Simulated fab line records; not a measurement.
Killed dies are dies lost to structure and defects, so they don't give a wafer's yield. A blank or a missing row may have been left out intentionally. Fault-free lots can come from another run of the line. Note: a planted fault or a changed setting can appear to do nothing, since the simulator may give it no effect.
fab line records	flow nand-harc
record: lots: 24	wafers: 72	last-day: 34
route steps=1302 shown A_CONTACT@1012 A_BLC@1118
lots with no fault: from the same line, run without faults
start-h: hours from the record's opening day to when the first of the lot's shown wafers began	wait-h: time in hours since the lot's previous step	" as in the row above	L1.1+2: a row that stands for several wafers	- no value present, or no start provided	* or withheld: withheld	< > ~ a bound
route shown NAME@n: a module of which the file shows steps, and the number in the route of the first	usual: the fault-free wafers' mean and standard deviation	same: alike in all rows	chamber/n: place in a boat	sites: per-site readings	_std_site: the values' standard deviation	_edge_site: mean of outer sites minus mean of inner sites	radius-mm: how far each site lies from the wafer's centre	mask NAME#n: copy n	behind: the tool/chamber that last shaped the wafer	hold: what put the lot on hold/how long, in hours/how the hold closed	device: transistor that didn't switch, given as n, p or np	end of line: tests run on the same wafers once the route is complete	where a step has no rows: the recipe by itself	killed: the dies lost at the first sort to structure and to defects; this is not the yield of the wafer	map: shows each die of a wafer: x if killed, . if not, _ if none is there
set.NAME: setting as actually run; set.NAME@STEP: the setting as run at that earlier step	model.NAME: the simulator's own value behind a step, which no gauge read
a sample of lots followed through the steps of the route, with each step as a table and each wafer as a row
services: from which hour (start-h, from the record's first day; less than 0 if before it) a tool's chamber was out of use, for how many hours, and why
== steps ==
step: NHARC_A_CONTACT_ETCH_118
recipe: source-w: withheld	pressure-mtorr: 20	bias-v: 3000	time-s: 190	target-depth-a: 18500	ar-flow-sccm: withheld	c4f8-flow-sccm: withheld	o2-flow-sccm: withheld	chemistry: C4F8/O2/Ar
lot.wafer	tool	chamber	start-h	wait-h	rf-hours-counter-h
L074.3	har-cap-etch-03	0	487.86	0.1	-
L074.6	"	0	"	"	-
L074.5	"	1	"	"	-
L076.2	har-cap-etch-03	0	501.78	0.1	40
L076.3	"	0	"	"	-
L076.6	"	1	"	"	-
L075.2	har-cap-etch-02	1	503.90	0.1	90
L075.5	"	1	"	"	-
L075.6	"	0	"	"	-
L077.2	har-cap-etch-03	0	514.60	0.2	44
L077.6	"	1	"	"	-
L077.5	"	0	"	"	-
L078.1	har-cap-etch-01	0	530.06	0.1	2
L078.4	"	0	"	"	-
L078.6	"	1	"	"	-
L079.1	har-cap-etch-02	0	530.32	0.1	97
L079.3	"	1	"	"	-
L079.5	"	0	"	"	-
L080.1	har-cap-etch-02	1	557.21	0.2	101
L080.2	"	0	"	"	101
L080.3	"	0	"	"	-
L083.2	har-cap-etch-03	0	566.95	0.1	51
L083.4	"	0	"	"	-
L083.5	"	1	"	"	-
L081.1	har-cap-etch-01	1	572.23	0.1	8
L081.3	"	1	"	"	-
L081.6	"	0	"	"	-
L085.2	har-cap-etch-02	0	580.05	0.1	105
L085.4	"	1	"	"	-
L085.3	"	0	"	"	-
L082.2	har-cap-etch-01	1	581.93	0.1	10
L082.4	"	1	"	"	-
L082.6	"	1	"	"	-
L084.2	har-cap-etch-03	0	582.92	0.2	55
L084.1	"	1	"	"	55
L084.4	"	1	"	"	-
L086.2	har-cap-etch-01	0	586.27	0.1	12
L086.4	"	1	"	"	-
L086.5	"	0	"	"	-
L087.2	har-cap-etch-02	1	638.46	0.2	115
L087.1	"	0	"	"	115
L087.3	"	1	"	"	-
L089.2	har-cap-etch-03	1	639.06	0.1	63
L089.1	"	0	"	"	63
L089.5	"	0	"	"	-
L088.2	har-cap-etch-01	1	649.31	0.1	19
L088.1	"	0	"	"	19
L088.3	"	0	"	"	-
L090.2	har-cap-etch-03	0	650.93	0.1	65
L090.6	"	0	"	"	-
L090.5	"	1	"	"	-
L093.2	har-cap-etch-01	1	662.20	0.1	23
L093.3	"	1	"	"	-
L093.5	"	1	"	"	-
L091.1	har-cap-etch-02	0	663.69	0.2	121
L091.3	"	1	"	"	-
L091.5	"	1	"	"	-
L092.1	har-cap-etch-01	1	685.25	0.1	29
L092.4	"	0	"	"	-
L092.6	"	0	"	"	-
L094.3	har-cap-etch-02	0	687.70	0.2	-
L094.4	"	1	"	"	-
L094.6	"	1	"	"	-
L095.1	har-cap-etch-03	1	698.42	0.1	74
L095.4	"	1	"	"	-
L095.5	"	0	"	"	-
L097.3	har-cap-etch-03	0	718.66	0.1	-
L097.4	"	1	"	"	-
L097.6	"	1	"	"	-
L096.2	har-cap-etch-03	1	757.43	0.1	83
L096.3	"	1	"	"	-
L096.6	"	1	"	"	-
step: NHARC_A_CONTACT_ETCH_126
recipe: source-w: withheld	pressure-mtorr: 20	bias-v: 3000	time-s: 197	target-depth-a: 19180	ar-flow-sccm: withheld	c4f8-flow-sccm: withheld	o2-flow-sccm: withheld	chemistry: C4F8/O2/Ar
lot.wafer	tool	chamber	start-h	wait-h	rf-hours-counter-h
L074.3	har-cap-etch-02	1	499.83	1.3	-
L074.6	"	0	"	"	-
L074.5	"	1	"	"	-
L076.2	har-cap-etch-02	0	510.72	0.1	91
L076.3	"	0	"	"	-
L076.6	"	0	"	"	-
L075.2	har-cap-etch-02	0	513.42	0.1	93
L075.6	"	1	"	"	-
L075.5	"	0	"	"	-
L077.2	har-cap-etch-03	1	524.67	0.2	45
L077.6	"	0	"	"	-
L077.5	"	1	"	"	-
L079.1	har-cap-etch-01	1	539.48	0.1	4
L079.3	"	0	"	"	-
L079.5	"	0	"	"	-
L078.1	har-cap-etch-02	1	539.91	0.1	99
L078.4	"	1	"	"	-
L078.6	"	0	"	"	-
L080.1	har-cap-etch-02	1	571.96	0.1	103
L080.2	"	0	"	"	103
L080.3	"	1	"	"	-
L083.2	har-cap-etch-03	0	576.83	0.1	52
L083.4	"	1	"	"	-
L083.5	"	0	"	"	-
L081.1	har-cap-etch-02	1	584.21	0.1	108
L081.3	"	1	"	"	-
L081.6	"	1	"	"	-
L085.2	har-cap-etch-02	0	589.28	0.1	110
L085.3	"	0	"	"	-
L085.4	"	1	"	"	-
L082.2	har-cap-etch-03	0	591.55	0.1	57
L082.4	"	1	"	"	-
L082.6	"	1	"	"	-
L084.1	har-cap-etch-01	1	592.47	0.1	14
L084.2	"	0	"	"	14
L084.4	"	0	"	"	-
L086.2	har-cap-etch-03	1	598.33	0.1	59
L086.4	"	0	"	"	-
L086.5	"	1	"	"	-
L089.1	har-cap-etch-02	0	649.27	0.2	117
L089.2	"	1	"	"	117
L089.5	"	1	"	"	-
L087.1	har-cap-etch-01	1	651.46	0.2	21
L087.2	"	0	"	"	21
L087.3	"	0	"	"	-
L088.1	har-cap-etch-02	1	659.14	0.2	118
L088.2	"	0	"	"	118
L088.3	"	1	"	"	-
L090.2	har-cap-etch-01	0	664.52	0.1	25
L090.6	"	0	"	"	-
L090.5	"	1	"	"	-
L093.2	har-cap-etch-02	1	676.34	0.2	122
L093.3	"	0	"	"	-
L093.5	"	1	"	"	-
L091.1	har-cap-etch-01	1	676.92	0.1	26
L091.3	"	1	"	"	-
L091.5	"	1	"	"	-
L092.1	har-cap-etch-01	1	694.41	0.2	31
L092.4	"	1	"	"	-
L092.6	"	1	"	"	-
L094.4	har-cap-etch-02	1	698.03	0.2	-
L094.3	"	0	"	"	-
L094.6	"	1	"	"	-
L095.1	har-cap-etch-03	0	707.82	0.1	76
L095.4	"	0	"	"	-
L095.5	"	0	"	"	-
L097.3	har-cap-etch-02	1	731.39	0.1	-
L097.4	"	0	"	"	-
L097.6	"	0	"	"	-
L096.2	har-cap-etch-03	1	767.00	0.1	86
L096.3	"	0	"	"	-
L096.6	"	1	"	"	-
step: NHARC_A_CONTACT_ETCH_91
recipe: target-depth-a: 400	over-etch-frac: 0.5	time-s: 85.7	ion-energy-ev: 120	ch3f-flow-sccm: 50	o2-flow-sccm: 30	ar-flow-sccm: 200	rf-w: 500	bias-w: 100	chemistry: CH3F/O2
usual: ch3f-flow-sccm: 50.03/0.14	drypump-motor-current-A: 5.8/0.45	oes-product-au: 0.933/0.022	rf-vpp-V: 244.4/1.4	showerhead-plenum-p-Torr: 2.47/0.081	throttle-valve-pct: 20.665/0.0092
lot.wafer	tool	chamber	start-h	wait-h	ch3f-flow-sccm	drypump-motor-current-A	oes-product-au	rf-hours-counter-h	rf-vpp-V	showerhead-plenum-p-Torr	throttle-valve-pct
L074.3	rie-diel-11	2	501.80	0.5	49.94	6.0	0.924	25	245.4	2.51	20.666
L074.6	"	1	"	"	50.04	6.2	0.914	-	245.6	2.55	20.665
L074.5	"	2	"	"	50.09	6.1	0.922	-	244.2	2.51	20.680
L076.2	rie-diel-12	3	512.76	0.7	50.00	6.1	0.919	19	242.7	2.38	20.651
L076.3	"	1	"	"	50.09	5.5	0.924	14	245.7	2.50	20.679
L076.6	"	3	"	"	50.35	6.1	0.908	-	242.6	2.38	20.672
L075.2	rie-diel-07	3	515.44	0.7	50.10	5.6	0.924	6	247.3	2.58	20.662
L075.6	"	1	"	"	50.05	5.9	0.932	-	245.9	2.55	20.667
L075.5	"	2	"	"	49.97	6.1	0.930	-	245.1	2.49	20.658
L077.2	rie-diel-11	0	527.32	0.8	50.16	6.4	1.007	33	246.7	2.52	20.667
L077.5	"	3	"	"	50.38	5.0	1.005	-	243.3	2.42	20.676
L077.6	"	0	"	"	49.93	6.4	1.004	-	243.3	2.52	20.662
L079.3	rie-diel-07	3	541.51	0.5	50.13	5.6	0.956	11	247.0	2.58	20.667
L079.1	"	0	"	"	50.02	6.3	0.960	11	242.0	2.34	20.653
L079.5	"	3	"	"	50.15	5.6	0.954	-	244.9	2.58	20.660
L078.1	rie-diel-11	1	541.94	0.7	50.13	6.2	0.915	42	245.1	2.54	20.647
L078.4	"	3	"	"	50.26	5.0	0.923	39	243.4	2.42	20.668
L078.6	"	0	"	"	49.94	6.3	0.924	-	247.2	2.52	20.659
L080.3	rie-diel-12	0	573.99	0.6	49.88	5.0	0.925	36	243.6	2.38	20.667
L080.1	"	1	"	"	50.06	5.5	0.929	32	246.0	2.49	20.664
L080.2	"	3	"	"	50.17	6.1	0.919	35	242.5	2.37	20.681
L083.2	rie-diel-11	1	578.89	0.8	50.20	6.2	0.935	56	246.7	2.54	20.664
L083.4	"	2	"	"	50.10	6.1	0.943	52	243.9	2.50	20.665
L083.5	"	0	"	"	50.04	6.3	0.938	-	244.5	2.51	20.664
L081.1	rie-diel-11	1	586.24	0.7	50.02	6.2	0.937	59	244.5	2.54	20.651
L081.3	"	2	"	"	50.17	6.1	0.928	54	245.5	2.50	20.672
L081.6	"	0	"	"	49.86	6.3	0.926	-	245.2	2.51	20.686
L085.2	rie-diel-07	3	591.29	0.7	50.00	5.6	0.922	19	245.8	2.58	20.648
L085.4	"	0	"	"	50.14	6.3	0.916	19	241.0	2.34	20.678
L085.3	"	1	"	"	50.09	5.9	0.921	19	245.2	2.54	20.656
L082.4	rie-diel-07	0	593.57	0.5	49.90	6.3	0.923	19	242.3	2.34	20.657
L082.2	"	2	"	"	49.91	6.1	0.930	19	243.1	2.49	20.671
L082.6	"	0	"	"	50.14	6.3	0.912	-	242.7	2.34	20.661
L084.1	rie-diel-11	3	594.48	0.7	49.79	5.0	0.920	52	243.9	2.41	20.673
L084.4	"	0	"	"	50.07	6.3	0.939	60	245.1	2.51	20.675
L084.2	"	2	"	"	49.89	6.1	0.936	56	243.5	2.50	20.667
L086.4	rie-diel-07	2	600.37	0.6	50.01	6.1	0.918	20	245.2	2.49	20.672
L086.2	"	0	"	"	49.89	6.3	0.918	20	242.9	2.34	20.661
L086.5	"	2	"	"	50.01	6.1	0.907	-	245.8	2.49	20.660
L089.2	rie-diel-12	3	651.83	0.7	50.07	6.1	0.923	9	242.1	2.36	20.663
L089.1	"	1	"	"	49.95	5.5	0.915	8	244.0	2.48	20.664
L089.5	"	3	"	"	50.30	6.2	0.920	-	242.5	2.36	20.668
L087.2	rie-diel-11	2	653.53	0.7	49.97	6.1	0.924	14	244.9	2.49	20.677
L087.1	"	3	"	"	50.05	5.0	0.927	14	243.4	2.41	20.659
L087.3	"	0	"	"	49.95	6.3	0.934	15	245.4	2.50	20.652
L088.1	rie-diel-12	0	661.71	0.8	50.03	5.0	0.948	13	243.8	2.36	20.662
L088.3	"	1	"	"	50.19	5.5	0.921	11	245.3	2.48	20.677
L088.2	"	3	"	"	50.25	6.1	0.930	12	244.5	2.36	20.672
L090.2	rie-diel-12	0	666.57	0.7	50.10	5.0	0.933	15	242.7	2.36	20.651
L090.6	"	3	"	"	49.87	6.1	0.914	-	244.3	2.36	20.650
L090.5	"	0	"	"	50.16	5.0	0.920	-	242.0	2.36	20.654
L093.2	rie-diel-07	3	678.93	0.8	49.88	5.6	0.932	2	245.7	2.57	20.667
L093.3	"	1	"	"	50.23	5.9	0.933	3	244.4	2.54	20.669
L093.5	"	2	"	"	50.27	6.0	0.923	-	244.3	2.48	20.664
L091.1	rie-diel-07	0	679.00	0.8	49.78	6.3	0.922	3	242.8	2.34	20.655
L091.3	"	3	"	"	50.03	5.6	0.927	2	246.2	2.57	20.678
L091.5	"	1	"	"	50.01	5.9	0.932	-	245.6	2.54	20.682
L092.4	rie-diel-12	3	696.95	0.6	50.07	6.1	0.919	21	242.1	2.35	20.659
L092.1	"	1	"	"	50.20	5.5	0.923	22	244.9	2.48	20.668
L092.6	"	3	"	"	49.84	6.1	0.917	-	243.8	2.35	20.665
L094.3	rie-diel-12	0	700.53	0.5	49.87	5.0	0.993	23	243.3	2.36	20.659
L094.4	"	1	"	"	50.09	5.5	0.991	23	244.5	2.48	20.663
L094.6	"	1	"	"	50.22	5.5	0.996	-	244.7	2.48	20.666
L095.4	rie-diel-07	1	709.87	0.6	49.89	5.9	0.928	9	244.3	2.54	20.659
L095.1	"	2	"	"	49.94	6.1	0.932	9	243.2	2.48	20.670
L095.5	"	1	"	"	50.05	5.9	0.932	-	244.4	2.54	20.664
L097.4	rie-diel-07	0	733.36	0.5	50.02	6.3	0.918	12	243.6	2.33	20.668
L097.3	"	1	"	"	50.22	5.9	0.926	11	245.4	2.54	20.666
L097.6	"	1	"	"	50.19	5.9	0.928	-	245.9	2.54	20.670
L096.3	rie-diel-07	0	769.04	0.5	49.85	6.3	0.913	16	242.3	2.33	20.670
L096.2	"	2	"	"	50.01	6.1	0.917	14	244.5	2.48	20.669
L096.6	"	3	"	"	50.11	5.6	0.922	-	246.5	2.57	20.656
step: NHARC_A_BLC_OVL_MEAS_11
usual: overlay-x-nm: -0.1/0.78	overlay-y-nm: -0.2/0.78
lot.wafer	tool	chamber	start-h	wait-h	overlay-x-nm	overlay-y-nm
L074.3	overlay-01	-	512.24	-	-0.2	0.0
L074.5	"	-	"	"	-0.4	-0.2
L074.6	"	-	"	"	-0.3	0.2
L076.2	overlay-01	-	522.94	-	-0.2	1.6
L076.3	"	-	"	"	-0.2	1.6
L076.6	"	-	"	"	-0.3	1.8
L075.2	overlay-01	-	525.49	-	-0.2	-0.4
L075.5	"	-	"	"	0.0	-0.2
L075.6	"	-	"	"	-0.1	-0.9
L077.2	overlay-02	-	538.22	-	0.3	-0.5
L077.5	"	-	"	"	0.0	-1.0
L077.6	"	-	"	"	-0.1	-1.0
L079.1	overlay-01	-	551.43	-	-2.1	0.3
L079.3	"	-	"	"	-1.5	0.4
L079.5	"	-	"	"	-2.6	0.5
L078.1	overlay-02	-	552.30	-	0.0	-1.3
L078.4	"	-	"	"	-0.7	-0.9
L078.6	"	-	"	"	-0.3	-1.4
L080.1	overlay-01	-	586.88	-	0.1	0.1
L080.2	"	-	"	"	0.4	0.0
L080.3	"	-	"	"	0.3	0.5
L083.2	overlay-01	-	593.95	-	-0.4	-0.9
L083.4	"	-	"	"	0.2	-0.9
L083.5	"	-	"	"	0.6	-0.9
L081.1	overlay-01	-	599.49	-	1.0	0.1
L081.3	"	-	"	"	1.2	-0.1
L081.6	"	-	"	"	0.5	0.3
L085.2	overlay-01	-	604.25	-	-0.5	1.2
L085.3	"	-	"	"	-0.3	0.6
L085.4	"	-	"	"	-0.2	1.6
L082.2	overlay-01	-	606.11	-	0.9	-0.5
L082.4	"	-	"	"	0.4	-0.4
L082.6	"	-	"	"	0.1	-0.4
L084.1	overlay-02	-	606.32	-	0.0	-0.3
L084.2	"	-	"	"	0.1	0.1
L084.4	"	-	"	"	-0.2	0.4
L086.2	overlay-01	-	610.60	-	0.7	-1.2
L086.4	"	-	"	"	0.6	-0.6
L086.5	"	-	"	"	0.5	-0.9
L089.1	overlay-02	-	665.06	-	0.8	0.8
L089.2	"	-	"	"	1.5	0.3
L089.5	"	-	"	"	0.8	0.3
L087.1	overlay-02	-	667.92	-	0.0	-1.1
L087.2	"	-	"	"	-0.2	-0.5
L087.3	"	-	"	"	-0.1	-0.7
L088.1	overlay-01	-	677.20	-	-0.3	-1.4
L088.2	"	-	"	"	0.2	-1.0
L088.3	"	-	"	"	0.6	-1.7
L090.2	overlay-02	-	683.69	-	-0.6	-0.4
L090.5	"	-	"	"	0.0	-0.1
L090.6	"	-	"	"	-0.6	-0.5
L093.2	overlay-01	-	689.44	-	-0.6	-0.7
L093.3	"	-	"	"	-0.7	-0.4
L093.5	"	-	"	"	-0.5	-0.6
L091.1	overlay-01	-	690.55	-	0.5	-0.2
L091.3	"	-	"	"	0.3	0.1
L091.5	"	-	"	"	0.1	-1.0
L092.1	overlay-01	-	707.63	-	-0.7	0.2
L092.4	"	-	"	"	-0.9	-0.1
L092.6	"	-	"	"	-1.2	-0.1
L094.3	overlay-02	-	713.17	-	-0.3	-0.8
L094.4	"	-	"	"	-0.2	-1.1
L094.6	"	-	"	"	-0.1	-0.7
L095.1	overlay-02	-	722.28	-	-0.2	1.2
L095.4	"	-	"	"	-0.3	0.8
L095.5	"	-	"	"	-0.3	1.3
L097.3	overlay-01	-	743.90	-	0.7	0.0
L097.4	"	-	"	"	0.2	-0.2
L097.6	"	-	"	"	0.4	-0.1
L096.2	overlay-01	-	779.19	-	-2.2	-0.6
L096.3	"	-	"	"	-2.2	-0.1
L096.6	"	-	"	"	-1.7	-0.9
step: NHARC_A_BLC_INSPECT_12
usual: raw-defect-count: 83/34
lot.wafer	tool	chamber	start-h	wait-h	raw-defect-count
L074.3	defect-inspect-01	-	512.28	0.0	135
L074.5	"	-	"	"	127
L074.6	"	-	"	"	135
L076.2	defect-inspect-01	-	522.97	0.0	101
L076.3	"	-	"	"	85
L076.6	"	-	"	"	91
L075.2	defect-inspect-02	-	525.53	0.0	84
L075.5	"	-	"	"	70
L075.6	"	-	"	"	74
L077.2	defect-inspect-02	-	538.26	0.0	116
L077.5	"	-	"	"	141
L077.6	"	-	"	"	112
L079.1	defect-inspect-02	-	551.47	0.0	55
L079.3	"	-	"	"	54
L079.5	"	-	"	"	75
L078.1	defect-inspect-02	-	552.34	0.0	162
L078.4	"	-	"	"	148
L078.6	"	-	"	"	155
L080.1	defect-inspect-02	-	586.93	0.1	62
L080.2	"	-	"	"	76
L080.3	"	-	"	"	54
L083.2	defect-inspect-02	-	593.98	0.0	83
L083.4	"	-	"	"	75
L083.5	"	-	"	"	66
L081.1	defect-inspect-01	-	599.52	0.0	74
L081.3	"	-	"	"	74
L081.6	"	-	"	"	76
L085.2	defect-inspect-02	-	604.29	0.0	71
L085.3	"	-	"	"	61
L085.4	"	-	"	"	52
L082.2	defect-inspect-02	-	606.15	0.0	113
L082.4	"	-	"	"	134
L082.6	"	-	"	"	134
L084.1	defect-inspect-02	-	606.36	0.0	39
L084.2	"	-	"	"	31
L084.4	"	-	"	"	40
L086.2	defect-inspect-02	-	610.64	0.0	102
L086.4	"	-	"	"	106
L086.5	"	-	"	"	118
L089.1	defect-inspect-01	-	665.10	0.0	68
L089.2	"	-	"	"	97
L089.5	"	-	"	"	68
L087.1	defect-inspect-01	-	667.96	0.0	35
L087.2	"	-	"	"	29
L087.3	"	-	"	"	22
L088.1	defect-inspect-01	-	677.24	0.0	24
L088.2	"	-	"	"	22
L088.3	"	-	"	"	27
L090.2	defect-inspect-02	-	683.73	0.0	127
L090.5	"	-	"	"	118
L090.6	"	-	"	"	104
L093.2	defect-inspect-01	-	689.48	0.0	109
L093.3	"	-	"	"	121
L093.5	"	-	"	"	128
L091.1	defect-inspect-01	-	690.59	0.0	93
L091.3	"	-	"	"	89
L091.5	"	-	"	"	107
L092.1	defect-inspect-01	-	707.67	0.0	51
L092.4	"	-	"	"	75
L092.6	"	-	"	"	57
L094.3	defect-inspect-02	-	713.20	0.0	83
L094.4	"	-	"	"	78
L094.6	"	-	"	"	71
L095.1	defect-inspect-02	-	722.32	0.0	90
L095.4	"	-	"	"	86
L095.5	"	-	"	"	77
L097.3	defect-inspect-02	-	743.93	0.0	45
L097.4	"	-	"	"	55
L097.6	"	-	"	"	50
L096.2	defect-inspect-02	-	779.23	0.0	80
L096.3	"	-	"	"	66
L096.6	"	-	"	"	77
step: NHARC_A_BLC_DESCUM_15
recipe: time-s: 3	o2-flow-sccm: 200	ar-flow-sccm: 0	bias-power-w: 0	chemistry: O2
usual: drypump-motor-current-A: 5.94/0.27	oes-product-au: 1.001/0.0065	rf-vpp-V: 57.7/0.9	showerhead-plenum-p-Torr: 1.91/0.062	throttle-valve-pct: 11.310/0.009
lot.wafer	tool	chamber	start-h	wait-h	drypump-motor-current-A	oes-product-au	rf-hours-counter-h	rf-vpp-V	showerhead-plenum-p-Torr	throttle-valve-pct
L074.3	rie-diel-02	3	512.36	0.1	5.78	1.005	10	57.3	1.95	11.317
L074.5	"	0	"	"	5.52	0.996	-	57.6	1.92	11.316
L074.6	"	1	"	"	5.67	1.008	-	58.2	1.81	11.293
L076.3	rie-diel-01	3	523.04	0.1	6.25	0.987	10	57.7	1.90	11.304
L076.2	"	1	"	"	5.84	0.996	9	58.0	1.83	11.331
L076.6	"	1	"	"	5.84	0.995	-	56.5	1.83	11.320
L075.2	rie-diel-01	3	525.60	0.1	6.29	1.002	10	57.6	1.90	11.318
L075.5	"	2	"	"	6.27	1.002	-	59.0	2.00	11.325
L075.6	"	3	"	"	6.24	1.006	-	57.9	1.90	11.302
L077.2	rie-diel-01	3	538.33	0.1	6.27	0.995	11	57.7	1.90	11.324
L077.5	"	2	"	"	6.31	0.997	-	58.5	2.00	11.303
L077.6	"	3	"	"	6.29	1.011	-	57.6	1.90	11.326
L079.3	rie-diel-01	1	551.58	0.1	5.82	0.999	11	57.4	1.83	11.308
L079.1	"	2	"	"	6.28	0.996	11	57.7	2.00	11.324
L079.5	"	0	"	"	5.75	1.006	-	56.8	1.92	11.323
L078.1	rie-diel-02	0	552.40	0.1	5.51	0.983	13	58.0	1.92	11.316
L078.4	"	1	"	"	5.73	1.004	12	57.5	1.81	11.312
L078.6	"	1	"	"	5.76	1.001	-	56.4	1.81	11.312
L080.2	rie-diel-04	3	586.99	0.1	6.05	1.010	11	59.5	2.01	11.317
L080.1	"	1	"	"	6.54	1.001	9	60.4	2.07	11.300
L080.3	"	2	"	"	6.21	0.999	11	58.5	1.95	11.326
L083.2	rie-diel-01	0	594.04	0.1	5.75	0.996	1	57.9	1.92	11.306
L083.4	"	1	"	"	5.81	1.005	1	58.2	1.83	11.302
L083.5	"	1	"	"	5.82	1.007	-	57.9	1.83	11.313
L081.3	rie-diel-01	0	599.59	0.1	5.75	0.996	2	57.7	1.92	11.331
L081.1	"	3	"	"	6.31	0.999	2	58.3	1.90	11.292
L081.6	"	0	"	"	5.72	1.000	-	59.3	1.92	11.306
L085.2	rie-diel-01	0	604.35	0.1	5.74	0.994	2	57.5	1.92	11.327
L085.4	"	1	"	"	5.81	1.002	3	57.1	1.83	11.313
L085.3	"	3	"	"	6.29	0.999	2	57.7	1.90	11.303
L082.4	rie-diel-02	1	606.22	0.1	5.71	0.994	2	58.0	1.81	11.292
L082.2	"	3	"	"	5.78	1.003	1	56.7	1.95	11.312
L082.6	"	0	"	"	5.52	1.002	-	58.0	1.92	11.308
L084.2	rie-diel-01	2	606.42	0.1	6.28	0.998	3	58.7	2.00	11.309
L084.4	"	3	"	"	6.25	1.006	3	56.6	1.90	11.325
L084.1	"	0	"	"	5.76	0.994	3	56.2	1.92	11.325
L086.4	rie-diel-01	3	610.71	0.1	6.28	0.987	3	56.5	1.90	11.298
L086.2	"	0	"	"	5.73	0.991	3	57.1	1.92	11.307
L086.5	"	1	"	"	5.80	0.996	-	58.0	1.83	11.326
L089.2	rie-diel-01	0	665.16	0.1	5.73	0.985	6	58.9	1.92	11.309
L089.1	"	2	"	"	6.29	0.996	7	58.2	2.00	11.323
L089.5	"	0	"	"	5.76	0.993	-	56.6	1.92	11.302
L087.2	rie-diel-01	1	668.03	0.1	5.82	0.996	8	56.9	1.82	11.312
L087.1	"	2	"	"	6.31	1.007	7	58.9	2.00	11.295
L087.3	"	3	"	"	6.27	1.009	6	56.7	1.90	11.293
L088.1	rie-diel-01	1	677.31	0.1	5.82	0.986	8	57.9	1.83	11.310
L088.3	"	2	"	"	6.30	0.998	8	57.2	2.00	11.300
L088.2	"	3	"	"	6.25	0.989	7	56.4	1.90	11.319
L090.2	rie-diel-01	3	683.80	0.1	6.27	1.001	7	58.3	1.90	11.320
L090.5	"	1	"	"	5.79	1.013	-	58.3	1.82	11.307
L090.6	"	2	"	"	6.32	1.004	-	57.4	2.00	11.305
L093.3	rie-diel-02	3	689.55	0.1	5.76	1.009	8	57.2	1.95	11.306
L093.2	"	0	"	"	5.50	0.999	8	58.6	1.92	11.310
L093.5	"	2	"	"	5.96	1.000	-	56.0	1.92	11.309
L091.1	rie-diel-02	3	690.67	0.1	5.77	1.009	8	56.2	1.95	11.313
L091.3	"	0	"	"	5.52	1.016	8	57.2	1.92	11.312
L091.5	"	1	"	"	5.66	1.003	-	59.0	1.81	11.306
L092.4	rie-diel-02	3	707.74	0.1	5.77	1.010	10	58.4	1.95	11.315
L092.1	"	1	"	"	5.73	1.001	11	56.6	1.81	11.315
L092.6	"	2	"	"	5.94	1.012	-	60.2	1.92	11.318
L094.4	rie-diel-01	2	713.27	0.1	6.27	1.011	10	57.0	1.99	11.309
L094.3	"	3	"	"	6.29	1.010	9	57.3	1.90	11.320
L094.6	"	1	"	"	5.82	1.000	-	58.6	1.82	11.307
L095.4	rie-diel-01	3	722.38	0.1	6.31	0.995	10	58.1	1.90	11.310
L095.1	"	0	"	"	5.76	1.001	11	57.6	1.92	11.326
L095.5	"	3	"	"	6.29	1.001	-	56.8	1.90	11.308
L097.4	rie-diel-01	3	744.00	0.1	6.31	1.007	0	57.1	1.90	11.313
L097.3	"	0	"	"	5.74	1.008	0	57.4	1.92	11.321
L097.6	"	3	"	"	6.31	1.008	-	56.9	1.90	11.310
L096.3	rie-diel-01	3	779.30	0.1	6.25	0.994	2	57.1	1.90	11.289
L096.2	"	1	"	"	5.77	0.994	2	58.1	1.82	11.304
L096.6	"	3	"	"	6.28	0.992	-	58.7	1.90	11.294
== services ==
tool	chamber	start-h	hours	kind
rie-diel-07	2	467.19	5.8	repair
rie-diel-07	-	471.31	9.0	pm
rie-diel-11	2	488.06	1.5	repair
har-cap-etch-01	-	497.00	17.0	pm
har-cap-etch-03	-	497.54	0.5	repair
rie-diel-01	2	520.61	2.8	repair
rie-diel-01	2	548.55	2.6	repair
rie-diel-01	-	557.82	9.0	pm
rie-diel-12	3	562.56	6.0	repair
rie-diel-01	0	568.45	6.7	repair
rie-diel-11	3	579.65	3.0	repair
rie-diel-11	-	609.54	9.0	pm
har-cap-etch-01	-	610.08	0.4	repair
rie-diel-01	0	618.00	2.5	repair
rie-diel-12	-	622.57	9.0	pm
har-cap-etch-01	-	630.10	2.5	repair
rie-diel-07	-	648.31	9.0	pm
har-cap-etch-03	-	654.22	0.4	repair
rie-diel-11	1	673.45	4.3	repair
rie-diel-01	-	711.71	1.4	repair
rie-diel-01	-	734.91	9.0	pm
rie-diel-07	-	741.43	4.2	repair
har-cap-etch-02	-	754.00	17.0	pm
rie-diel-01	2	768.46	5.6	repair
== key ==
fault none
